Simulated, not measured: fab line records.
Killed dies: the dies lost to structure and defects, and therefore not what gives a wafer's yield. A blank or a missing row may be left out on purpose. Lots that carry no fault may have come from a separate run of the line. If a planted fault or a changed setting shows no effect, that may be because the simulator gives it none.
Lot-split experiment -- flow n5-finfet -- 21 wafers read across 7 lots, on a route 1938 steps long

THE SPLIT ITSELF
At N5_MIM_BOT_ETCH_ETCH_04 (etches SiNx in CF4/O2, target depth 26 nm, time 13 s), the setting time-s was moved away from the recipe's 13 s on 7 of the 21 wafers read, by -18.3% to +19.4%. For the rest of the wafers, this setting stayed at what the recipe calls for.

The reading comes from the split's own step.

THE READING
etch.depth-nm (the simulator's own value, which no gauge read), in nm, at N5_MIM_BOT_ETCH_ETCH_04 (etches SiNx in CF4/O2, target depth 26 nm, time 13 s). There is no usual value for it anywhere in the file. Here, 14 wafers ran the recipe; their average is 25.68 nm with a standard deviation of 0.82 nm.

wafer,"tool, chamber at the split","time-s as run, s",against the recipe,"etch.depth-nm, nm",against lot-mates on the recipe
L074.2,"rie-diel-03, 1",13,recipe,27.16,-
L074.5,"rie-diel-03, 1",12.12,-6.8%,25.26,-1.90
L074.6,"rie-diel-03, 0",12.12,-6.8%,24.04,-3.12
L077.1,"rie-diel-06, 2",15.52,+19.4%,31.11,+4.91
L077.4,"rie-diel-06, 1",13,recipe,26.26,-
L077.5,"rie-diel-06, 1",13,recipe,26.14,-
L080.2,"rie-diel-01, 1",13,recipe,26.52,-
L080.5,"rie-diel-01, 0",13,recipe,25.1,-
L080.6,"rie-diel-01, 1",13,recipe,26.48,-
L085.1,"rie-diel-01, 1",13,recipe,26.47,-
L085.4,"rie-diel-01, 0",13,recipe,24.81,-
L085.5,"rie-diel-01, 0",13,recipe,24.78,-
L087.2,"rie-diel-03, 2",11.93,-8.2%,23.78,-0.74
L087.3,"rie-diel-03, 3",13,recipe,24.52,-
L087.6,"rie-diel-03, 0",11.93,-8.2%,23.42,-1.10
L091.1,"rie-diel-03, 1",10.62,-18.3%,21.96,-2.65
L091.3,"rie-diel-03, 3",10.62,-18.3%,19.97,-4.64
L091.6,"rie-diel-03, 3",13,recipe,24.61,-
L095.1,"rie-diel-01, 2",13,recipe,25.2,-
L095.4,"rie-diel-01, 0",13,recipe,25.65,-
L095.5,"rie-diel-01, 0",13,recipe,25.85,-

FIT RESULTS
A straight line over all 21 wafers: etch.depth-nm changes by +0.26 nm for each +1% of time-s; r = +0.93; the points scatter about the line by 0.83 nm.
The same after taking each lot's own level away (the mean of its wafers on the recipe; 21 wafers): +0.22 nm for each +1%; r = +0.92; scatter 0.74 nm.
That fit puts the effect of the largest move of time-s on the reading at 4.3 nm.
From 24.520 to 27.160 nm: that is the span of the lots' own levels, equal to 3.2 times the standard deviation above.
Hence the slope depends on the lot-to-lot level, as the two fits are not the same.
Check: +3.85 nm against its lot-mates is what the line predicts for one of the wafers moved furthest among these (+19.4%) when that wafer is left out of the fit. It came out at +4.91 nm against them.

OTHER SPLITS ON THESE WAFERS
Note: prior to the reading, these wafers also went through further splits. Each is held against what the fit with the lots' levels taken away leaves over:
other split on the same wafers,wafers away from the commonest value,r with etch.depth-nm (lot level and that fit taken away)
N5_BEOL_M14_SPUTTER_45 power-w,7,-0.01
N5_MIM_BOT_LITHO_EXPOSE_05 dose-mj,6,-0.30

THE FILE'S OWN FIT
etch.depth-nm changes by +0.226 nm for each +1% of time-s, r = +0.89.
